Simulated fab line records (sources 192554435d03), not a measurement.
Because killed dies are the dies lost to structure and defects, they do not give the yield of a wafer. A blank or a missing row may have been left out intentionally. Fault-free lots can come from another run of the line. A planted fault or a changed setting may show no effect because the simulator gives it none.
Which of the tools did it? + flow n5 finfet + 33 wafers from 11 lots sampled at 2 of the route's 1938 steps

## WHAT THE GAUGES READ, wafer by wafer
N5_MIM_BOT_LITHO_OVL_MEAS_11.
| lot  | measured     | on         | MIM_BOT_OVL (nm) |
|------|--------------|------------|------------------|
| L661 | day 10 23:53 | overlay-02 | 4 1 11           |
| L662 | day 11 08:54 | overlay-02 | 1 1 -2           |
| L664 | day 11 11:20 | overlay-01 | 6 1 10           |
| L669 | day 12 05:16 | overlay-01 | 2 6 -3           |
| L670 | day 12 21:19 | overlay-02 | -6 -7 -9         |
| L675 | day 16 06:49 | overlay-01 | 3 -4 -2          |
| L681 | day 17 01:57 | overlay-02 | 2 2 5            |
| L682 | day 16 23:34 | overlay-01 | -12 2 -5         |
| L677 | day 17 03:13 | overlay-02 | 12 5 3           |
| L676 | day 18 01:34 | overlay-02 | 3 5 12           |
| L678 | day 18 03:52 | overlay-01 | 6 -4 1           |

## TOOL THAT RAN EACH LOT (tool first, then ch and the chambers of the sampled wafers, then the start)
| lot  | N5_BEOL_M8_ALD_77                   |
|------|-------------------------------------|
| L661 | ald metal-02 ch 1,2,3, day 9 05:51  |
| L662 | ald metal-02 ch 1,2,3, day 9 16:32  |
| L664 | ald metal-03 ch 0,2, day 9 22:52    |
| L669 | ald metal-03 ch 1,2,3, day 10 11:19 |
| L670 | ald metal-02 ch 0,2,3, day 10 16:43 |
| L675 | ald metal-02 ch 0,3, day 14 07:14   |
| L681 | ald metal-03 ch 0,1,2, day 14 12:49 |
| L682 | ald metal-01 ch 0,3, day 14 12:55   |
| L677 | ald metal-03 ch 0,2,3, day 14 17:28 |
| L676 | ald metal-03 ch 0,1,3, day 15 02:55 |
| L678 | ald metal-03 ch 1,2,3, day 15 12:34 |
- N5_BEOL_M8_ALD_77: deposits TaN, target thk 2 nm, pulse time 2 s, purge time 3 s.

## THE ANSWER, worked out from the rows above alone
Rule: usual is defined by the lots themselves. The widest of any qualifying gaps counts: lots, ordered by their means at a reading, are off when they make up no more than a third of the lots, leave a main group of 4 or more, and stand apart from it by 3 or more times the standard deviation of that group's means. A main group is skipped when, at the precision printed for the reading in the tables above, its means are all equal. A lot without any number at a reading at which 4 lots or more have one is off too. The other lots that the step has rows for count as sound.
No lot is off on any of the readings shown, so nothing can be concluded from this.

## WHAT THE SIMULATOR HAD INSERTED
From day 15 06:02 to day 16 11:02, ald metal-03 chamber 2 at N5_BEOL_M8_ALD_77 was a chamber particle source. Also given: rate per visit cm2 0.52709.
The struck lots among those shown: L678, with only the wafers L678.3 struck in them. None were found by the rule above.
